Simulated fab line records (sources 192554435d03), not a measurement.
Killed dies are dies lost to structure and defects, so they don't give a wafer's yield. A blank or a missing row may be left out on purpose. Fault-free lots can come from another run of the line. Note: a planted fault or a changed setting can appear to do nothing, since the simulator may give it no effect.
fab line records :: flow n5_finfet
[record]
  lots = 7
  wafers = 39
route steps=1938 shown FIN_CUT@169 DUMMY_GATE@228 HKMG_FIN@456 MOL_CONTACT_COAG@559
start_h: hours from the record's first day to the start of the lot's first wafer shown :: wait_h: time in hours since the lot's previous step :: " the same as in the row above :: L1.1+2: several wafers, shown together as one row :: - no value, or no start given :: * or withheld: withheld :: < > ~ a bound
route shown NAME@n: names a module that has steps shown in the file, with the first one's number in the route :: usual: the fault-free wafers' mean and standard deviation :: same: alike in all rows :: chamber/n: place in a boat :: sites: the reading at each site :: _std_site: the values' standard deviation :: _edge_site: inner sites' mean taken away from outer sites' mean :: radius_mm: for every site, how far away it sits from the centre of the wafer :: mask NAME#n: copy n :: behind: the last tool/chamber to shape the wafer :: hold: why the lot went on hold/how many hours it stayed there/how the hold came to an end :: device: whichever transistor did not switch (one of n, p or np) :: end of line: tests run on the same wafers once the route is complete :: a step given without rows: its recipe and nothing more :: killed: dies that structure and defects cost at the first sort, which is not the same as the wafer's yield :: map: per-die view of a wafer (x killed, . not killed, _ where there is no die)
set.NAME: setting as actually run; set.NAME@STEP: the setting as run at that earlier step :: model.NAME: the simulator's own value behind a step, which no gauge read
lots where settings were altered on purpose, with a table for each step and a row for each wafer
[[steps]]
[step N5_FIN_CUT_ETCH_21]
[recipe]
  chemistry = N2/H2
  target = SOC
  target_depth_a = 2190
  overetch_a = 438
  mask_material = SiARC
  temp_c = 40
  ion_energy_ev = 100
  bias_w = 61
  time_s = 523.5
  pressure_mtorr = 30
  source_w = 850
  n2_flow_sccm = 200
  h2_flow_sccm = 200
[usual]
  rf_vpp_V = 241.2/1.3
lot.wafer: L075.1
tool: rie_diel-03
chamber: 0
start_h: 34.01
wait_h: 0.0
set.bias_w: 61
rf_vpp_V: 241.5

lot.wafer: L075.2
tool: rie_diel-03
chamber: 1
start_h: 34.01
wait_h: 0.0
set.bias_w: 61
rf_vpp_V: 240.4

lot.wafer: L075.3
tool: rie_diel-03
chamber: 2
start_h: 34.01
wait_h: 0.0
set.bias_w: 61
rf_vpp_V: 243.2

lot.wafer: L075.4
tool: rie_diel-03
chamber: 3
start_h: 34.01
wait_h: 0.0
set.bias_w: 61
rf_vpp_V: 241.3

lot.wafer: L075.5
tool: rie_diel-03
chamber: 3
start_h: 34.01
wait_h: 0.0
set.bias_w: 61
rf_vpp_V: 242.0

lot.wafer: L075.6
tool: rie_diel-03
chamber: 0
start_h: 34.01
wait_h: 0.0
set.bias_w: 61
rf_vpp_V: 241.3

lot.wafer: L080.1
tool: rie_diel-03
chamber: 3
start_h: 62.87
wait_h: 0.0
set.bias_w: 61
rf_vpp_V: 242.2

lot.wafer: L080.2
tool: rie_diel-03
chamber: 1
start_h: 62.87
wait_h: 0.0
set.bias_w: 61
rf_vpp_V: 240.5

lot.wafer: L080.3
tool: rie_diel-03
chamber: 2
start_h: 62.87
wait_h: 0.0
set.bias_w: 49.43
rf_vpp_V: 211.7

lot.wafer: L080.4
tool: rie_diel-03
chamber: 3
start_h: 62.87
wait_h: 0.0
set.bias_w: 61
rf_vpp_V: 243.1

lot.wafer: L080.5
tool: rie_diel-03
chamber: 2
start_h: 62.87
wait_h: 0.0
set.bias_w: 49.43
rf_vpp_V: 210.9

lot.wafer: L080.6
tool: rie_diel-03
chamber: 1
start_h: 62.87
wait_h: 0.0
set.bias_w: 49.43
rf_vpp_V: 210.3

lot.wafer: L082.2
tool: rie_diel-03
chamber: 2
start_h: 75.67
wait_h: 0.0
set.bias_w: 61
rf_vpp_V: 242.5

lot.wafer: L082.3
tool: rie_diel-03
chamber: 3
start_h: 75.67
wait_h: 0.0
set.bias_w: 61
rf_vpp_V: 243.3

lot.wafer: L082.6
tool: rie_diel-03
chamber: 1
start_h: 75.67
wait_h: 0.0
set.bias_w: 61
rf_vpp_V: 240.7

lot.wafer: L084.1
tool: rie_diel-06
chamber: 1
start_h: 87.96
wait_h: 0.0
set.bias_w: 61
rf_vpp_V: 241.8

lot.wafer: L084.2
tool: rie_diel-06
chamber: 3
start_h: 87.96
wait_h: 0.0
set.bias_w: 55.2
rf_vpp_V: 226.4

lot.wafer: L084.3
tool: rie_diel-06
chamber: 2
start_h: 87.96
wait_h: 0.0
set.bias_w: 55.2
rf_vpp_V: 223.5

lot.wafer: L084.4
tool: rie_diel-06
chamber: 0
start_h: 87.96
wait_h: 0.0
set.bias_w: 55.2
rf_vpp_V: 225.0

lot.wafer: L084.5
tool: rie_diel-06
chamber: 1
start_h: 87.96
wait_h: 0.0
set.bias_w: 61
rf_vpp_V: 241.2

lot.wafer: L084.6
tool: rie_diel-06
chamber: 2
start_h: 87.96
wait_h: 0.0
set.bias_w: 61
rf_vpp_V: 238.8

lot.wafer: L091.1
tool: rie_diel-02
chamber: 1
start_h: 130.20
wait_h: 0.0
set.bias_w: 61
rf_vpp_V: 243.3

lot.wafer: L091.2
tool: rie_diel-02
chamber: 3
start_h: 130.20
wait_h: 0.0
set.bias_w: 61
rf_vpp_V: 238.6

lot.wafer: L091.3
tool: rie_diel-02
chamber: 2
start_h: 130.20
wait_h: 0.0
set.bias_w: 61
rf_vpp_V: 240.7

lot.wafer: L091.4
tool: rie_diel-02
chamber: 0
start_h: 130.20
wait_h: 0.0
set.bias_w: 61
rf_vpp_V: 239.6

lot.wafer: L091.5
tool: rie_diel-02
chamber: 2
start_h: 130.20
wait_h: 0.0
set.bias_w: 61
rf_vpp_V: 241.4

lot.wafer: L091.6
tool: rie_diel-02
chamber: 3
start_h: 130.20
wait_h: 0.0
set.bias_w: 61
rf_vpp_V: 240.2

lot.wafer: L094.1
tool: rie_diel-03
chamber: 1
start_h: 147.66
wait_h: 0.0
set.bias_w: 61
rf_vpp_V: 240.6

lot.wafer: L094.2
tool: rie_diel-03
chamber: 2
start_h: 147.66
wait_h: 0.0
set.bias_w: 57.27
rf_vpp_V: 232.0

lot.wafer: L094.3
tool: rie_diel-03
chamber: 0
start_h: 147.66
wait_h: 0.0
set.bias_w: 57.27
rf_vpp_V: 232.8

lot.wafer: L094.4
tool: rie_diel-03
chamber: 3
start_h: 147.66
wait_h: 0.0
set.bias_w: 61
rf_vpp_V: 241.2

lot.wafer: L094.5
tool: rie_diel-03
chamber: 2
start_h: 147.66
wait_h: 0.0
set.bias_w: 57.27
rf_vpp_V: 231.9

lot.wafer: L094.6
tool: rie_diel-03
chamber: 1
start_h: 147.66
wait_h: 0.0
set.bias_w: 61
rf_vpp_V: 240.9

lot.wafer: L095.1
tool: rie_diel-03
chamber: 1
start_h: 152.59
wait_h: 0.0
set.bias_w: 61
rf_vpp_V: 242.5

lot.wafer: L095.2
tool: rie_diel-03
chamber: 3
start_h: 152.59
wait_h: 0.0
set.bias_w: 61
rf_vpp_V: 241.8

lot.wafer: L095.3
tool: rie_diel-03
chamber: 0
start_h: 152.59
wait_h: 0.0
set.bias_w: 61
rf_vpp_V: 241.1

lot.wafer: L095.4
tool: rie_diel-03
chamber: 2
start_h: 152.59
wait_h: 0.0
set.bias_w: 61
rf_vpp_V: 242.2

lot.wafer: L095.5
tool: rie_diel-03
chamber: 2
start_h: 152.59
wait_h: 0.0
set.bias_w: 61
rf_vpp_V: 242.0

lot.wafer: L095.6
tool: rie_diel-03
chamber: 1
start_h: 152.59
wait_h: 0.0
set.bias_w: 61
rf_vpp_V: 239.9
[step N5_DUMMY_GATE_EXPOSE_12]
[recipe]
  mask_id = GATE
  na = 0.33
  source_shape = annular
  sigma_inner = 0.2
  sigma_outer = 0.6
  polarization = unpolarized
  target_cd_nm = 25
  dose_mj = 34
lot.wafer: L075.1+3+5
tool: euv_scanner-02
chamber: 0
start_h: 58.83
wait_h: -
mask: GATE#0
set.dose_mj: 34

lot.wafer: L075.2+4+6
tool: euv_scanner-02
chamber: 0
start_h: 58.83
wait_h: -
mask: GATE#0
set.dose_mj: 33.3

lot.wafer: L080.1+2+3+4+5+6
tool: euv_scanner-01
chamber: 0
start_h: 83.04
wait_h: -
mask: GATE#0
set.dose_mj: 34

lot.wafer: L082.2+3+6
tool: euv_scanner-01
chamber: 0
start_h: 94.80
wait_h: -
mask: GATE#0
set.dose_mj: 34

lot.wafer: L084.1+4+5
tool: euv_scanner-02
chamber: 0
start_h: 107.57
wait_h: -
mask: GATE#0
set.dose_mj: 34

lot.wafer: L084.2+3+6
tool: euv_scanner-02
chamber: 0
start_h: 107.57
wait_h: -
mask: GATE#0
set.dose_mj: 35.33

lot.wafer: L091.1+3+5
tool: euv_scanner-02
chamber: 0
start_h: 149.14
wait_h: -
mask: GATE#0
set.dose_mj: 35.7

lot.wafer: L091.2+4+6
tool: euv_scanner-02
chamber: 0
start_h: 149.14
wait_h: -
mask: GATE#0
set.dose_mj: 34

lot.wafer: L094.1+2+3+4+5+6
tool: euv_scanner-02
chamber: 0
start_h: 166.29
wait_h: -
mask: GATE#0
set.dose_mj: 34

lot.wafer: L095.1+4+5
tool: euv_scanner-02
chamber: 0
start_h: 170.51
wait_h: -
mask: GATE#0
set.dose_mj: 31.43

lot.wafer: L095.2+3+6
tool: euv_scanner-02
chamber: 0
start_h: 170.51
wait_h: -
mask: GATE#0
set.dose_mj: 34
[step N5_DUMMY_GATE_PEB_13]
[recipe]
  peb_temp_c = 100
  peb_time_s = 60
  resist = CAR-EUV
[step N5_DUMMY_GATE_DEVELOP_14]
[recipe]
  develop_time_s = 30
  developer = TMAH
  resist = CAR-EUV
  rinse_liquid = surfactant_rinse
  dry = air_spin
  dev_temp_c = 23
[step N5_DUMMY_GATE_CD_MEAS_15]
[recipe]
  target_cd_nm = 25.8
  landing_energy_ev = 500
  detector = se_inlens
[usual]
  cd_nm = 24.83/0.23
lot.wafer: L075.1
tool: cd_sem-03
chamber: 0
start_h: 58.96
wait_h: -
set.dose_mj@DUMMY_GATE_EXPOSE_12: 34
cd_nm: 25.13

lot.wafer: L075.2
tool: cd_sem-03
chamber: 0
start_h: 58.96
wait_h: -
set.dose_mj@DUMMY_GATE_EXPOSE_12: 33.3
cd_nm: 24.86

lot.wafer: L075.3
tool: cd_sem-03
chamber: 0
start_h: 58.96
wait_h: -
set.dose_mj@DUMMY_GATE_EXPOSE_12: 34
cd_nm: 24.95

lot.wafer: L075.4
tool: cd_sem-03
chamber: 0
start_h: 58.96
wait_h: -
set.dose_mj@DUMMY_GATE_EXPOSE_12: 33.3
cd_nm: 25.46

lot.wafer: L075.5
tool: cd_sem-03
chamber: 0
start_h: 58.96
wait_h: -
set.dose_mj@DUMMY_GATE_EXPOSE_12: 34
cd_nm: 25.05

lot.wafer: L075.6
tool: cd_sem-03
chamber: 0
start_h: 58.96
wait_h: -
set.dose_mj@DUMMY_GATE_EXPOSE_12: 33.3
cd_nm: 25.38

lot.wafer: L080.1
tool: cd_sem-03
chamber: 0
start_h: 83.16
wait_h: -
set.dose_mj@DUMMY_GATE_EXPOSE_12: 34
cd_nm: 24.84

lot.wafer: L080.2
tool: cd_sem-03
chamber: 0
start_h: 83.16
wait_h: -
set.dose_mj@DUMMY_GATE_EXPOSE_12: 34
cd_nm: 24.39

lot.wafer: L080.3
tool: cd_sem-03
chamber: 0
start_h: 83.16
wait_h: -
set.dose_mj@DUMMY_GATE_EXPOSE_12: 34
cd_nm: 24.76

lot.wafer: L080.4
tool: cd_sem-03
chamber: 0
start_h: 83.16
wait_h: -
set.dose_mj@DUMMY_GATE_EXPOSE_12: 34
cd_nm: 24.59

lot.wafer: L080.5
tool: cd_sem-03
chamber: 0
start_h: 83.16
wait_h: -
set.dose_mj@DUMMY_GATE_EXPOSE_12: 34
cd_nm: 24.85

lot.wafer: L080.6
tool: cd_sem-03
chamber: 0
start_h: 83.16
wait_h: -
set.dose_mj@DUMMY_GATE_EXPOSE_12: 34
cd_nm: 24.67

lot.wafer: L082.2
tool: cd_sem-03
chamber: 0
start_h: 94.92
wait_h: -
set.dose_mj@DUMMY_GATE_EXPOSE_12: 34
cd_nm: 24.95

lot.wafer: L082.3
tool: cd_sem-03
chamber: 0
start_h: 94.92
wait_h: -
set.dose_mj@DUMMY_GATE_EXPOSE_12: 34
cd_nm: 25.07

lot.wafer: L082.6
tool: cd_sem-03
chamber: 0
start_h: 94.92
wait_h: -
set.dose_mj@DUMMY_GATE_EXPOSE_12: 34
cd_nm: 24.73

lot.wafer: L084.1
tool: cd_sem-01
chamber: 0
start_h: 107.69
wait_h: -
set.dose_mj@DUMMY_GATE_EXPOSE_12: 34
cd_nm: 24.87

lot.wafer: L084.2
tool: cd_sem-01
chamber: 0
start_h: 107.69
wait_h: -
set.dose_mj@DUMMY_GATE_EXPOSE_12: 35.33
cd_nm: 24.01

lot.wafer: L084.3
tool: cd_sem-01
chamber: 0
start_h: 107.69
wait_h: -
set.dose_mj@DUMMY_GATE_EXPOSE_12: 35.33
cd_nm: 24.19

lot.wafer: L084.4
tool: cd_sem-01
chamber: 0
start_h: 107.69
wait_h: -
set.dose_mj@DUMMY_GATE_EXPOSE_12: 34
cd_nm: 24.68

lot.wafer: L084.5
tool: cd_sem-01
chamber: 0
start_h: 107.69
wait_h: -
set.dose_mj@DUMMY_GATE_EXPOSE_12: 34
cd_nm: 25.41

lot.wafer: L084.6
tool: cd_sem-01
chamber: 0
start_h: 107.69
wait_h: -
set.dose_mj@DUMMY_GATE_EXPOSE_12: 35.33
cd_nm: 24.33

lot.wafer: L091.1
tool: cd_sem-03
chamber: 0
start_h: 149.27
wait_h: -
set.dose_mj@DUMMY_GATE_EXPOSE_12: 35.7
cd_nm: 23.86

lot.wafer: L091.2
tool: cd_sem-03
chamber: 0
start_h: 149.27
wait_h: -
set.dose_mj@DUMMY_GATE_EXPOSE_12: 34
cd_nm: 24.47

lot.wafer: L091.3
tool: cd_sem-03
chamber: 0
start_h: 149.27
wait_h: -
set.dose_mj@DUMMY_GATE_EXPOSE_12: 35.7
cd_nm: 23.95

lot.wafer: L091.4
tool: cd_sem-03
chamber: 0
start_h: 149.27
wait_h: -
set.dose_mj@DUMMY_GATE_EXPOSE_12: 34
cd_nm: 24.49

lot.wafer: L091.5
tool: cd_sem-03
chamber: 0
start_h: 149.27
wait_h: -
set.dose_mj@DUMMY_GATE_EXPOSE_12: 35.7
cd_nm: 23.68

lot.wafer: L091.6
tool: cd_sem-03
chamber: 0
start_h: 149.27
wait_h: -
set.dose_mj@DUMMY_GATE_EXPOSE_12: 34
cd_nm: 25.11

lot.wafer: L094.1
tool: cd_sem-03
chamber: 0
start_h: 166.42
wait_h: -
set.dose_mj@DUMMY_GATE_EXPOSE_12: 34
cd_nm: 24.31

lot.wafer: L094.2
tool: cd_sem-03
chamber: 0
start_h: 166.42
wait_h: -
set.dose_mj@DUMMY_GATE_EXPOSE_12: 34
cd_nm: 24.41

lot.wafer: L094.3
tool: cd_sem-03
chamber: 0
start_h: 166.42
wait_h: -
set.dose_mj@DUMMY_GATE_EXPOSE_12: 34
cd_nm: 24.59

lot.wafer: L094.4
tool: cd_sem-03
chamber: 0
start_h: 166.42
wait_h: -
set.dose_mj@DUMMY_GATE_EXPOSE_12: 34
cd_nm: 24.81

lot.wafer: L094.5
tool: cd_sem-03
chamber: 0
start_h: 166.42
wait_h: -
set.dose_mj@DUMMY_GATE_EXPOSE_12: 34
cd_nm: 24.92

lot.wafer: L094.6
tool: cd_sem-03
chamber: 0
start_h: 166.42
wait_h: -
set.dose_mj@DUMMY_GATE_EXPOSE_12: 34
cd_nm: 24.45

lot.wafer: L095.1
tool: cd_sem-01
chamber: 0
start_h: 170.64
wait_h: -
set.dose_mj@DUMMY_GATE_EXPOSE_12: 31.43
cd_nm: 26.43

lot.wafer: L095.2
tool: cd_sem-01
chamber: 0
start_h: 170.64
wait_h: -
set.dose_mj@DUMMY_GATE_EXPOSE_12: 34
cd_nm: 25.05

lot.wafer: L095.3
tool: cd_sem-01
chamber: 0
start_h: 170.64
wait_h: -
set.dose_mj@DUMMY_GATE_EXPOSE_12: 34
cd_nm: 24.83

lot.wafer: L095.4
tool: cd_sem-01
chamber: 0
start_h: 170.64
wait_h: -
set.dose_mj@DUMMY_GATE_EXPOSE_12: 31.43
cd_nm: 25.99

lot.wafer: L095.5
tool: cd_sem-01
chamber: 0
start_h: 170.64
wait_h: -
set.dose_mj@DUMMY_GATE_EXPOSE_12: 31.43
cd_nm: 26.38

lot.wafer: L095.6
tool: cd_sem-01
chamber: 0
start_h: 170.64
wait_h: -
set.dose_mj@DUMMY_GATE_EXPOSE_12: 34
cd_nm: 24.69
[step N5_HKMG_FIN_ALD_21]
[recipe]
  material = TiN
  target_thk_a = 15
  temp_c = 400
  ald_precursor_family = TiCl4
  ald_co_reactant = NH3
  pulse_time_s = 1
  purge_time_s = 3
  co_reactant_purge_time_s = 2
  co_reactant_pulse_time_s = 2
  ald_cycles = 68
  pressure_torr = 3
lot.wafer: L075.1+4+5
tool: ald_metal-03
chamber: 0,2,2
start_h: 90.31
wait_h: 0.3
set.ald_cycles: 56
model.TiN_of_HKMG_FIN_ALD_21.thk_nm: 1.2

lot.wafer: L075.2+3+6
tool: ald_metal-03
chamber: 1,3,1
start_h: 90.31
wait_h: 0.3
set.ald_cycles: 68
model.TiN_of_HKMG_FIN_ALD_21.thk_nm: 1.6

lot.wafer: L080.1+2+3+4+5+6
tool: ald_metal-04
chamber: 1,3,0,3,0,1
start_h: 115.48
wait_h: 0.3
set.ald_cycles: 68
model.TiN_of_HKMG_FIN_ALD_21.thk_nm: 1.6

lot.wafer: L082.2+3+6
tool: ald_metal-01
chamber: 2,1,1
start_h: 125.41
wait_h: 0.3
set.ald_cycles: 68
model.TiN_of_HKMG_FIN_ALD_21.thk_nm: 1.6

lot.wafer: L084.1+2
tool: ald_metal-01
chamber: 3,1
start_h: 138.36
wait_h: 0.3
set.ald_cycles: 68
model.TiN_of_HKMG_FIN_ALD_21.thk_nm: 1.6

lot.wafer: L084.3+6
tool: ald_metal-01
chamber: 2,3
start_h: 138.36
wait_h: 0.3
set.ald_cycles: 77
model.TiN_of_HKMG_FIN_ALD_21.thk_nm: 1.8

lot.wafer: L084.4
tool: ald_metal-01
chamber: 0
start_h: 138.36
wait_h: 0.3
set.ald_cycles: 68
model.TiN_of_HKMG_FIN_ALD_21.thk_nm: 1.4

lot.wafer: L084.5
tool: ald_metal-01
chamber: 0
start_h: 138.36
wait_h: 0.3
set.ald_cycles: 77
model.TiN_of_HKMG_FIN_ALD_21.thk_nm: 1.6

lot.wafer: L091.1+2+6
tool: ald_metal-01
chamber: 1,0,3
start_h: 182.06
wait_h: 0.3
set.ald_cycles: 78
model.TiN_of_HKMG_FIN_ALD_21.thk_nm: 1.8

lot.wafer: L091.3+4+5
tool: ald_metal-01
chamber: 3,2,2
start_h: 182.06
wait_h: 0.3
set.ald_cycles: 68
model.TiN_of_HKMG_FIN_ALD_21.thk_nm: 1.6

lot.wafer: L094.1
tool: ald_metal-01
chamber: 0
start_h: 197.62
wait_h: 0.3
set.ald_cycles: 68
model.TiN_of_HKMG_FIN_ALD_21.thk_nm: 1.4

lot.wafer: L094.2+3+4+5+6
tool: ald_metal-01
chamber: 3,2,1,2,1
start_h: 197.62
wait_h: 0.3
set.ald_cycles: 68
model.TiN_of_HKMG_FIN_ALD_21.thk_nm: 1.6

lot.wafer: L095.1+4+6
tool: ald_metal-03
chamber: 1,0,2
start_h: 201.04
wait_h: 0.3
set.ald_cycles: 68
model.TiN_of_HKMG_FIN_ALD_21.thk_nm: 1.6

lot.wafer: L095.2+3+5
tool: ald_metal-03
chamber: 2,3,1
start_h: 201.04
wait_h: 0.3
set.ald_cycles: 64
model.TiN_of_HKMG_FIN_ALD_21.thk_nm: 1.4
[step N5_MOL_CONTACT_COAG_ALD_27]
[recipe]
  material = SiOC
  target_thk_a = 170
  temp_c = 400
  ald_precursor_family = carbosiloxane
  ald_co_reactant = H2-plasma
  pulse_time_s = 1.5
  time_s = 2720
  purge_time_s = 2
  co_reactant_purge_time_s = 2
  ald_cycles = 340
  pressure_torr = 2
lot.wafer: L075.1+3+6
tool: ald_sin-04
chamber: 1,0,3
start_h: 104.68
wait_h: 0.0
set.ald_cycles: 362
model.SiOC_of_MOL_CONTACT_COAG_ALD_27.thk_nm: 18.2

lot.wafer: L075.2
tool: ald_sin-04
chamber: 3
start_h: 104.68
wait_h: 0.0
set.ald_cycles: 340
model.SiOC_of_MOL_CONTACT_COAG_ALD_27.thk_nm: 16.8

lot.wafer: L075.4
tool: ald_sin-04
chamber: 0
start_h: 104.68
wait_h: 0.0
set.ald_cycles: 340
model.SiOC_of_MOL_CONTACT_COAG_ALD_27.thk_nm: 17

lot.wafer: L075.5
tool: ald_sin-04
chamber: 1
start_h: 104.68
wait_h: 0.0
set.ald_cycles: 340
model.SiOC_of_MOL_CONTACT_COAG_ALD_27.thk_nm: 17.2

lot.wafer: L080.1+5
tool: ald_sin-02
chamber: 0,3
start_h: 134.57
wait_h: 0.0
set.ald_cycles: 310
model.SiOC_of_MOL_CONTACT_COAG_ALD_27.thk_nm: 15.4

lot.wafer: L080.2+3+6
tool: ald_sin-02
chamber: 1,2,2
start_h: 134.57
wait_h: 0.0
set.ald_cycles: 340
model.SiOC_of_MOL_CONTACT_COAG_ALD_27.thk_nm: 17

lot.wafer: L080.4
tool: ald_sin-02
chamber: 3
start_h: 134.57
wait_h: 0.0
set.ald_cycles: 310
model.SiOC_of_MOL_CONTACT_COAG_ALD_27.thk_nm: 15.6

lot.wafer: L082.2
tool: ald_sin-02
chamber: 0
start_h: 142.83
wait_h: 1.8
set.ald_cycles: 340
model.SiOC_of_MOL_CONTACT_COAG_ALD_27.thk_nm: 16.8

lot.wafer: L082.3+6
tool: ald_sin-02
chamber: 2,0
start_h: 142.83
wait_h: 1.8
set.ald_cycles: 340
model.SiOC_of_MOL_CONTACT_COAG_ALD_27.thk_nm: 17

lot.wafer: L084.1+3+4+5+6
tool: ald_sin-04
chamber: 3,0,2,3,0
start_h: 153.16
wait_h: 0.0
set.ald_cycles: 340
model.SiOC_of_MOL_CONTACT_COAG_ALD_27.thk_nm: 16.8

lot.wafer: L084.2
tool: ald_sin-04
chamber: 1
start_h: 153.16
wait_h: 0.0
set.ald_cycles: 340
model.SiOC_of_MOL_CONTACT_COAG_ALD_27.thk_nm: 17

lot.wafer: L091.1+3+5
tool: ald_sin-02
chamber: 3,0,1
start_h: 198.94
wait_h: 0.0
set.ald_cycles: 318
model.SiOC_of_MOL_CONTACT_COAG_ALD_27.thk_nm: 15.8

lot.wafer: L091.2+4+6
tool: ald_sin-02
chamber: 1,2,0
start_h: 198.94
wait_h: 0.0
set.ald_cycles: 340
model.SiOC_of_MOL_CONTACT_COAG_ALD_27.thk_nm: 16.8

lot.wafer: L094.1+2+5
tool: ald_sin-02
chamber: 0,2,2
start_h: 213.69
wait_h: 0.0
set.ald_cycles: 393
model.SiOC_of_MOL_CONTACT_COAG_ALD_27.thk_nm: 19.6

lot.wafer: L094.3
tool: ald_sin-02
chamber: 3
start_h: 213.69
wait_h: 0.0
set.ald_cycles: 340
model.SiOC_of_MOL_CONTACT_COAG_ALD_27.thk_nm: 16.8

lot.wafer: L094.4+6
tool: ald_sin-02
chamber: 1
start_h: 213.69
wait_h: 0.0
set.ald_cycles: 340
model.SiOC_of_MOL_CONTACT_COAG_ALD_27.thk_nm: 17

lot.wafer: L095.1+5
tool: ald_sin-03
chamber: 0
start_h: 218.21
wait_h: 0.0
set.ald_cycles: 321
model.SiOC_of_MOL_CONTACT_COAG_ALD_27.thk_nm: 16.2

lot.wafer: L095.2+4
tool: ald_sin-03
chamber: 2,1
start_h: 218.21
wait_h: 0.0
set.ald_cycles: 340
model.SiOC_of_MOL_CONTACT_COAG_ALD_27.thk_nm: 17

lot.wafer: L095.3
tool: ald_sin-03
chamber: 3
start_h: 218.21
wait_h: 0.0
set.ald_cycles: 321
model.SiOC_of_MOL_CONTACT_COAG_ALD_27.thk_nm: 16

lot.wafer: L095.6
tool: ald_sin-03
chamber: 1
start_h: 218.21
wait_h: 0.0
set.ald_cycles: 340
model.SiOC_of_MOL_CONTACT_COAG_ALD_27.thk_nm: 17.2
[[key]]
[split]
  step = N5_FIN_CUT_ETCH_21
  setting = bias_w
  stated = 61
  by = wafer
[response]
  step = N5_FIN_CUT_ETCH_21
  reading = rf_vpp_V
  change = +1.62
  per = 1%
  r = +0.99
[split]
  step = N5_DUMMY_GATE_EXPOSE_12
  setting = dose_mj
  stated = 34
  by = wafer
[response]
  step = N5_DUMMY_GATE_CD_MEAS_15
  reading = cd_nm
  change = -0.182
  per = 1%
  r = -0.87
[split]
  step = N5_HKMG_FIN_ALD_21
  setting = ald_cycles
  stated = 68
  by = wafer
[response]
  step = N5_HKMG_FIN_ALD_21
  reading = model.TiN_of_HKMG_FIN_ALD_21.thk_nm
  change = +0.0187
  per = 1%
  r = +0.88
[split]
  step = N5_MOL_CONTACT_COAG_ALD_27
  setting = ald_cycles
  stated = 340
  by = wafer
[response]
  step = N5_MOL_CONTACT_COAG_ALD_27
  reading = model.SiOC_of_MOL_CONTACT_COAG_ALD_27.thk_nm
  change = +0.171
  per = 1%
  r = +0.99
